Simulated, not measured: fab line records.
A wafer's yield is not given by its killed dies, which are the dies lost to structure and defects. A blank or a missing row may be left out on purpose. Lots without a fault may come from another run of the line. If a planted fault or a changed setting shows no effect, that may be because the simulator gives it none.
Which tool was responsible?	flow n5_finfet	24 lots with 72 wafers sampled at 6 steps, on a route of 1938 steps

## WHAT EACH GAUGE READ, for each wafer
N5_BEOL_M2_OVL_MEAS_12. Usual: M2_OVL typically reads -0.4 nm, with standard deviation 0.76.
lot	measured	on	M2_OVL (nm)	flag
L074	day 6 10:16	overlay-01	-0.8 -0.6 -0.8	
L075	day 7 02:10	overlay-01	-1.2 -1.1 -1.0	
L076	day 7 18:16	overlay-02	0.0 0.2 -0.2	
L077	day 7 18:59	overlay-01	0.0 0.4 -0.8	
L078	day 7 21:50	overlay-02	0.1 0.4 0.3	
L079	day 7 22:57	overlay-01	0.4 0.1 0.3	
L080	day 8 10:04	overlay-01	-0.5 -1.1 -0.4	
L081	day 8 10:28	overlay-01	0.6 0.3 0.6	
L082	day 9 00:40	overlay-01	-0.8 -1.0 -0.4	
L083	day 9 02:59	overlay-02	0.2 -0.1 -0.6	
L084	day 9 03:02	overlay-01	0.4 -0.4 1.2	
L085	day 9 06:42	overlay-02	0.3 -0.3 0.3	
L086	day 10 05:01	overlay-02	-0.7 -0.3 0.3	
L087	day 10 05:07	overlay-02	-1.5 -1.5 -1.0	
L089	day 10 07:34	overlay-01	0.0 0.7 -0.3	
L088	day 10 17:40	overlay-01	-0.7 -1.9 -0.7	
L091	day 10 22:11	overlay-02	-0.3 0.1 -0.4	
L090	day 11 05:11	overlay-02	-1.1 -1.2 -1.7	
L092	day 11 06:12	overlay-02	-0.4 -1.1 0.7	
L093	day 11 13:32	overlay-02	1.1 0.3 0.0	
L094	day 11 19:52	overlay-01	-0.4 -0.8 -0.1	
L095	day 12 01:08	overlay-01	-1.4 -1.3 -2.7	
L096	day 12 07:58	overlay-02	-1.7 -0.9 -1.1	
L097	day 12 14:34	overlay-01	-0.8 -0.1 -1.3	

N5_BEOL_M2_CD_MEAS_28: target cd 26.2 nm, target cd y 24.1 nm. Usual: cd_nm reads 26.21 nm (standard deviation 0.25).
lot	measured	on	cd_nm (nm)	flag
L074	day 6 11:07	cd_sem-02	26.09 26.48 25.89	
L075	day 7 03:01	cd_sem-01	26.50 26.05 26.17	
L076	day 7 19:14	cd_sem-01	26.00 26.16 26.42	
L077	day 7 19:57	cd_sem-02	26.47 26.37 25.80	
L078	day 7 22:41	cd_sem-03	25.94 25.92 25.82	
L079	day 7 23:55	cd_sem-03	26.48 26.23 26.52	
L080	day 8 11:52	cd_sem-03	26.19 25.88 26.46	
L081	day 8 12:00	cd_sem-01	26.49 26.12 26.20	
L082	day 9 01:44	cd_sem-03	25.97 25.96 26.36	
L083	day 9 04:11	cd_sem-01	26.29 25.96 26.47	
L084	day 9 04:14	cd_sem-02	25.92 25.91 25.60	
L085	day 9 07:43	cd_sem-01	26.12 26.52 25.75	
L086	day 10 06:02	cd_sem-03	26.16 26.04 26.36	
L087	day 10 06:06	cd_sem-02	26.65 26.11 26.32	
L089	day 10 08:41	cd_sem-02	26.55 26.04 26.09	
L088	day 10 19:34	cd_sem-03	26.21 26.31 26.26	
L091	day 10 23:53	cd_sem-02	26.56 26.03 26.24	
L090	day 11 07:14	cd_sem-02	26.26 26.58 26.34	
L092	day 11 07:43	cd_sem-03	26.37 26.02 26.08	
L093	day 11 14:33	cd_sem-03	26.16 25.91 26.34	
L094	day 11 20:51	cd_sem-01	26.05 26.25 25.94	
L095	day 12 02:13	cd_sem-03	26.01 26.60 26.97	
L096	day 12 09:25	cd_sem-03	26.10 26.26 26.24	
L097	day 12 16:27	cd_sem-03	26.63 26.60 26.10	

## WHICH TOOL RAN EACH LOT (tool, then ch and the chambers of the sampled wafers, then the start)
lot	N5_BEOL_M1_PRE_CLEAN_45	N5_BEOL_M1_SPUTTER_81	N5_BEOL_M1_ANNEAL_87	N5_BEOL_M1_CMP_52
L074	pvd_sputter-03, day 6 04:25	pvd_sputter-03, day 6 05:26	pvd_sputter-03, day 6 05:44	cmp-01 ch 0,1, day 6 09:04
L075	pvd_sputter-03, day 6 16:52	pvd_sputter-03, day 6 17:50	pvd_sputter-03, day 6 18:08	cmp-01 ch 0,2,3, day 6 23:18
L076	pvd_sputter-01, day 7 10:51	pvd_sputter-02, day 7 11:51	pvd_sputter-02, day 7 12:09	cmp-03 ch 0,1, day 7 16:34
L077	pvd_sputter-02, day 7 10:53	pvd_sputter-01, day 7 11:57	pvd_sputter-01, day 7 12:15	cmp-01 ch 0,1,2, day 7 17:08
L078	pvd_sputter-02, day 7 13:55	pvd_sputter-02, day 7 15:07	pvd_sputter-02, day 7 15:25	cmp-03 ch 0,1, day 7 20:37
L079	pvd_sputter-01, day 7 14:10	pvd_sputter-01, day 7 15:11	pvd_sputter-01, day 7 15:29	cmp-01 ch 0,1,2, day 7 21:10
L080	pvd_sputter-03, day 7 22:56	pvd_sputter-03, day 7 23:53	pvd_sputter-03, day 8 00:11	cmp-01 ch 2,3, day 8 08:53
L081	pvd_sputter-01, day 7 23:45	pvd_sputter-01, day 8 00:43	pvd_sputter-01, day 8 01:01	cmp-04 ch 0,2, day 8 09:11
L082	pvd_sputter-02, day 8 20:30	pvd_sputter-02, day 8 21:28	pvd_sputter-02, day 8 21:46	cmp-03 ch 1,2, day 8 23:16
L083	pvd_sputter-03, day 8 20:43	pvd_sputter-03, day 8 21:40	pvd_sputter-03, day 8 21:58	cmp-04 ch 0,1,2, day 8 23:34
L084	pvd_sputter-03, day 8 21:03	pvd_sputter-01, day 8 22:04	pvd_sputter-01, day 8 22:22	cmp-03 ch 0,1,2, day 8 23:52
L085	pvd_sputter-01, day 8 23:58	pvd_sputter-03, day 9 01:33	pvd_sputter-03, day 9 01:51	cmp-03 ch 0,1, day 9 03:22
L086	pvd_sputter-01, day 9 21:25	pvd_sputter-03, day 9 23:59	pvd_sputter-03, day 10 00:17	cmp-03 ch 0,1,2, day 10 01:48
L087	pvd_sputter-02, day 9 21:25	pvd_sputter-02, day 10 00:11	pvd_sputter-02, day 10 00:29	cmp-03 ch 1,3, day 10 02:06
L089	pvd_sputter-01, day 10 02:08	pvd_sputter-02, day 10 03:23	pvd_sputter-02, day 10 03:41	cmp-04 ch 1,2,3, day 10 05:25
L088	pvd_sputter-01, day 10 13:01	pvd_sputter-01, day 10 14:26	pvd_sputter-01, day 10 14:44	cmp-01 ch 0,2,3, day 10 16:15
L091	pvd_sputter-01, day 10 17:12	pvd_sputter-01, day 10 18:20	pvd_sputter-01, day 10 18:38	cmp-04 ch 1,2,3, day 10 20:10
L090	pvd_sputter-01, day 10 21:56	pvd_sputter-01, day 10 23:10	pvd_sputter-01, day 10 23:28	cmp-03 ch 0,2,3, day 11 01:01
L092	pvd_sputter-02, day 11 01:10	pvd_sputter-01, day 11 02:41	pvd_sputter-01, day 11 02:59	cmp-03 ch 1,2,3, day 11 04:30
L093	pvd_sputter-03, day 11 09:14	pvd_sputter-02, day 11 10:12	pvd_sputter-02, day 11 10:30	cmp-04 ch 2,3, day 11 12:03
L094	pvd_sputter-01, day 11 15:12	pvd_sputter-02, day 11 16:20	pvd_sputter-02, day 11 16:38	cmp-03 ch 2,3, day 11 18:21
L095	pvd_sputter-01, day 11 19:00	pvd_sputter-03, day 11 21:46	pvd_sputter-03, day 11 22:04	cmp-04 ch 2,3, day 11 23:43
L096	pvd_sputter-01, day 12 00:17	pvd_sputter-01, day 12 02:58	pvd_sputter-01, day 12 03:16	cmp-04 ch 0,1, day 12 04:49
L097	pvd_sputter-03, day 12 08:28	pvd_sputter-02, day 12 09:33	pvd_sputter-02, day 12 09:51	cmp-01 ch 0,1,2, day 12 12:26
- N5_BEOL_M1_PRE_CLEAN_45: time 30 s.
- N5_BEOL_M1_SPUTTER_81: material Cu, target thk 4.5 nm, time 8.29 s.
- N5_BEOL_M1_ANNEAL_87: time 240 s.
- N5_BEOL_M1_CMP_52: polishes, stops on SiOC, t overpolish 6.8 s, target thk 40 nm.

## WHAT THE TOOLS THEMSELVES READ (means of the sampled wafers that have a number; where no wafer has one, the mark that the record gives instead)
N5_BEOL_M1_PRE_CLEAN_45. Usual: heater_power_w reads 331 W (standard deviation 38).
lot	tool	heater_power_w (W)	flag
L074	pvd_sputter-03	339	
L075	pvd_sputter-03	311	
L076	pvd_sputter-01	311	
L077	pvd_sputter-02	302	
L078	pvd_sputter-02	386	
L079	pvd_sputter-01	351	
L080	pvd_sputter-03	322	
L081	pvd_sputter-01	329	
L082	pvd_sputter-02	314	
L083	pvd_sputter-03	312	
L084	pvd_sputter-03	328	
L085	pvd_sputter-01	309	
L086	pvd_sputter-01	319	
L087	pvd_sputter-02	344	
L089	pvd_sputter-01	331	
L088	pvd_sputter-01	334	
L091	pvd_sputter-01	337	
L090	pvd_sputter-01	327	
L092	pvd_sputter-02	352	
L093	pvd_sputter-03	332	
L094	pvd_sputter-01	357	
L095	pvd_sputter-01	329	
L096	pvd_sputter-01	339	
L097	pvd_sputter-03	312	

N5_BEOL_M1_SPUTTER_81. Usual: throttle_valve_pct reads 30.3 % (standard deviation 1.2).
lot	tool	throttle_valve_pct (%)	flag
L074	pvd_sputter-03	31.0	
L075	pvd_sputter-03	30.0	
L076	pvd_sputter-02	29.9	
L077	pvd_sputter-01	29.3	
L078	pvd_sputter-02	30.3	
L079	pvd_sputter-01	29.8	
L080	pvd_sputter-03	29.8	
L081	pvd_sputter-01	30.5	
L082	pvd_sputter-02	29.5	
L083	pvd_sputter-03	31.7	
L084	pvd_sputter-01	30.6	
L085	pvd_sputter-03	28.9	
L086	pvd_sputter-03	29.7	
L087	pvd_sputter-02	30.0	
L089	pvd_sputter-02	30.2	
L088	pvd_sputter-01	29.9	
L091	pvd_sputter-01	30.2	
L090	pvd_sputter-01	30.9	
L092	pvd_sputter-01	29.4	
L093	pvd_sputter-02	30.1	
L094	pvd_sputter-02	30.1	
L095	pvd_sputter-03	30.7	
L096	pvd_sputter-01	31.1	
L097	pvd_sputter-02	30.6	

N5_BEOL_M1_ANNEAL_87. Usual: heater_power_w reads 825 W (standard deviation 100).
lot	tool	heater_power_w (W)	flag
L074	pvd_sputter-03	824	
L075	pvd_sputter-03	854	
L076	pvd_sputter-02	875	
L077	pvd_sputter-01	809	
L078	pvd_sputter-02	879	
L079	pvd_sputter-01	778	
L080	pvd_sputter-03	792	
L081	pvd_sputter-01	883	
L082	pvd_sputter-02	882	
L083	pvd_sputter-03	757	
L084	pvd_sputter-01	834	
L085	pvd_sputter-03	879	
L086	pvd_sputter-03	810	
L087	pvd_sputter-02	757	
L089	pvd_sputter-02	863	
L088	pvd_sputter-01	825	
L091	pvd_sputter-01	825	
L090	pvd_sputter-01	884	
L092	pvd_sputter-01	815	
L093	pvd_sputter-02	761	
L094	pvd_sputter-02	763	
L095	pvd_sputter-03	779	
L096	pvd_sputter-01	855	
L097	pvd_sputter-02	879	

N5_BEOL_M1_CMP_52. Usual: barrier_field_endpoint_s 24.7 s, standard deviation 0.71; motor_current_A 5.8 A, standard deviation 0.53; overpolish_run_s 6.801 s, standard deviation 0.009; time_to_endpoint_s 63 s, standard deviation 3.7.
lot	tool	barrier_field_endpoint_s (s)	motor_current_A (A)	overpolish_run_s (s)	time_to_endpoint_s (s)	flag
L074	cmp-01	24.3	6.2	6.798	61	
L075	cmp-01	24.2	5.8	6.802	61	
L076	cmp-03	24.8	6.0	6.807	64	
L077	cmp-01	24.1	5.9	6.791	60	
L078	cmp-03	24.7	6.1	6.790	63	
L079	cmp-01	24.5	6.0	6.790	58	
L080	cmp-01	24.2	5.7	6.801	60	
L081	cmp-04	25.3	5.7	6.796	65	
L082	cmp-03	25.1	5.2	6.809	64	
L083	cmp-04	25.3	5.9	6.806	66	
L084	cmp-03	24.8	5.6	6.803	67	
L085	cmp-03	25.1	6.2	6.798	66	
L086	cmp-03	24.8	5.7	6.810	64	
L087	cmp-03	24.9	5.9	6.804	65	
L089	cmp-04	25.1	5.8	6.806	62	
L088	cmp-01	23.5	5.6	6.799	58	
L091	cmp-04	24.9	5.5	6.798	67	
L090	cmp-03	24.8	5.5	6.805	66	
L092	cmp-03	25.5	5.6	6.800	66	
L093	cmp-04	24.7	5.5	6.798	64	
L094	cmp-03	25.0	5.5	6.807	63	
L095	cmp-04	24.6	5.5	6.798	64	
L096	cmp-04	24.2	5.9	6.795	61	
L097	cmp-01	23.9	6.1	6.801	60	

## THE ANSWER, worked out from the rows above alone
Rule: lot off if the mean of its wafers having a number is beyond 3 standard deviations from the usual mean. Also off: a lot with no number at a reading for which 4 or more lots have one. Any other lot the step has rows for is counted as sound. The gauges are gone through in route order, then the tools' own readings, and for those a lot's mean is taken as printed above. The first step at which some lot is off is used, and at that step the reading that is off furthest; a lot without a number counts as furthest.
No lot is off at any reading shown: from this, nothing can be told.

## WHAT WAS PUT IN BY THE SIMULATOR
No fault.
